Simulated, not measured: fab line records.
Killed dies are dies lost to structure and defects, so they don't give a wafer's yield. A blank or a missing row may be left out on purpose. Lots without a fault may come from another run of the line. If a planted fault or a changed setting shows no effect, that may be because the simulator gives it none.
Chamber matching :: flow n5 finfet :: cmp-03 running N5_HKMG_FIN_CMP_23: 4 sister chambers
The step polishes, stops on SiNx, t overpolish 10 s, target thk 46.326 nm. 8 wafers are shown with their chamber, then 12 later ones without.

## WAFERS, EACH WITH ITS CHAMBER
wafer: L079.1
chamber: 3
time to endpoint s (s): 16.4
motor current A (A): 11.4

wafer: L079.6
chamber: 3
time to endpoint s (s): 14.9
motor current A (A): 11.0

wafer: L080.5
chamber: 1
time to endpoint s (s): 8.1
motor current A (A): 13.0

wafer: L081.6
chamber: 2
time to endpoint s (s): 14.2
motor current A (A): 11.3

wafer: L085.4
chamber: 2
time to endpoint s (s): 11.8
motor current A (A): 12.4

wafer: L088.2
chamber: 1
time to endpoint s (s): 9.0
motor current A (A): 12.0

wafer: L088.3
chamber: 0
time to endpoint s (s): 11.2
motor current A (A): 11.2

wafer: L088.5
chamber: 0
time to endpoint s (s): 11.6
motor current A (A): 10.9

## WAFERS MISSING THEIR CHAMBER
wafer: L089.1
time to endpoint s (s): 10.8
motor current A (A): 12.8

wafer: L089.3
time to endpoint s (s): 13.7
motor current A (A): 12.5

wafer: L089.4
time to endpoint s (s): 13.3
motor current A (A): 11.2

wafer: L092.4
time to endpoint s (s): 14.2
motor current A (A): 11.9

wafer: L092.5
time to endpoint s (s): 13.7
motor current A (A): 12.3

wafer: L092.6
time to endpoint s (s): 11.9
motor current A (A): 12.2

wafer: L093.2
time to endpoint s (s): 14.8
motor current A (A): 11.3

wafer: L093.3
time to endpoint s (s): 10.7
motor current A (A): 12.6

wafer: L093.5
time to endpoint s (s): 13.7
motor current A (A): 11.3

wafer: L096.1
time to endpoint s (s): 13.2
motor current A (A): 11.4

wafer: L096.5
time to endpoint s (s): 9.9
motor current A (A): 12.3

wafer: L096.6
time to endpoint s (s): 14.9
motor current A (A): 10.9

## WHICH CHAMBER EACH ONE RAN IN
wafer: L089.1
from the rows above: can't be placed: 1 or 2 or 0
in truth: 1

wafer: L089.3
from the rows above: can't be placed: 2 or 3
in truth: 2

wafer: L089.4
from the rows above: can't be placed: 2 or 0 or 3
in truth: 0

wafer: L092.4
from the rows above: can't be placed: 2 or 3 or 0
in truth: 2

wafer: L092.5
from the rows above: can't be placed: 2 or 3
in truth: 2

wafer: L092.6
from the rows above: can't be placed: 2 or 0 or 1
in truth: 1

wafer: L093.2
from the rows above: can't be placed: 3 or 2
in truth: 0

wafer: L093.3
from the rows above: can't be placed: 1 or 2 or 0
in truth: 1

wafer: L093.5
from the rows above: can't be placed: 2 or 3 or 0
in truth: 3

wafer: L096.1
from the rows above: can't be placed: 2 or 0 or 3
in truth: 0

wafer: L096.5
from the rows above: can't be placed: 1 or 0 or 2
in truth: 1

wafer: L096.6
from the rows above: can't be placed: 3 or 2
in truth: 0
Placed correctly: 0 of 12. Cannot be placed on the basis of these rows: 12; the candidates contain the true chamber in 10. Number placed wrongly: 0.
How it was worked out, from the rows above alone: a wafer's distance from a chamber is the root of the sum, over the readings, of the square of ((its reading less the chamber's mean) divided by the reading's scatter). If the next closest chamber is less than 2 further off than the closest, the wafer can't be placed; otherwise it belongs to the closest. For every chamber, the mean is computed from those of its wafers that are shown. The scatter: the root of (the sum of the squares of (reading less its chamber's mean) over the shown wafers, divided by (wafers less chambers)).
